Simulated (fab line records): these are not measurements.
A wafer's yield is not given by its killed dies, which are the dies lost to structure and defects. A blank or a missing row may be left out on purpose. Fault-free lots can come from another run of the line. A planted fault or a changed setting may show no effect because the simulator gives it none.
Chamber matching :: flow n5 finfet :: rie diel-02 running N5_BEOL_M4_STRIP_36: 4 sister chambers
The step strips in N2/H2. 4 wafers are shown with their chamber, then 11 later ones without.

== WAFERS, EACH WITH ITS CHAMBER ==
wafer: L088.5
chamber: 1
showerhead plenum p Torr (Torr): 2.51

wafer: L092.3
chamber: 0
showerhead plenum p Torr (Torr): 2.69

wafer: L092.4
chamber: 3
showerhead plenum p Torr (Torr): 2.54

wafer: L093.2
chamber: 2
showerhead plenum p Torr (Torr): 2.50

== WAFERS WHOSE CHAMBER IS MISSING ==
wafer: L093.4
showerhead plenum p Torr (Torr): 2.69

wafer: L093.5
showerhead plenum p Torr (Torr): 2.54

wafer: L095.2
showerhead plenum p Torr (Torr): 2.53

wafer: L095.3
showerhead plenum p Torr (Torr): 2.69

wafer: L095.5
showerhead plenum p Torr (Torr): 2.50

wafer: L096.2
showerhead plenum p Torr (Torr): 2.69

wafer: L096.4
showerhead plenum p Torr (Torr): 2.50

wafer: L096.5
showerhead plenum p Torr (Torr): 2.50

wafer: L097.1
showerhead plenum p Torr (Torr): 2.69

wafer: L097.3
showerhead plenum p Torr (Torr): 2.50

wafer: L097.5
showerhead plenum p Torr (Torr): 2.69

== WHICH CHAMBER EACH WENT THROUGH ==
wafer: L093.4
from the rows above: 0
in truth: 0

wafer: L093.5
from the rows above: 3
in truth: 3

wafer: L095.2
from the rows above: 3
in truth: 3

wafer: L095.3
from the rows above: 0
in truth: 0

wafer: L095.5
from the rows above: 2
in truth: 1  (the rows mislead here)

wafer: L096.2
from the rows above: 0
in truth: 0

wafer: L096.4
from the rows above: 2
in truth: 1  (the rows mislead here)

wafer: L096.5
from the rows above: 2
in truth: 2

wafer: L097.1
from the rows above: 0
in truth: 0

wafer: L097.3
from the rows above: 2
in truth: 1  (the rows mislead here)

wafer: L097.5
from the rows above: 0
in truth: 0
8 of 11 placed correctly. Can't be placed from these rows: 0. Number placed wrongly: 3.
How it was worked out, from the rows above alone: a wafer's distance from a chamber is the root of the sum, over the readings, of the square of ((its reading less the chamber's mean) divided by the reading's scatter). If the next closest chamber is less than 2 further off than the closest, the wafer can't be placed; otherwise it belongs to the closest. Each chamber's mean is taken over the wafers shown for it. The scatter (one wafer shown for each chamber): square how far every hidden wafer sits from the nearest shown wafer, average those squares and take the square root.
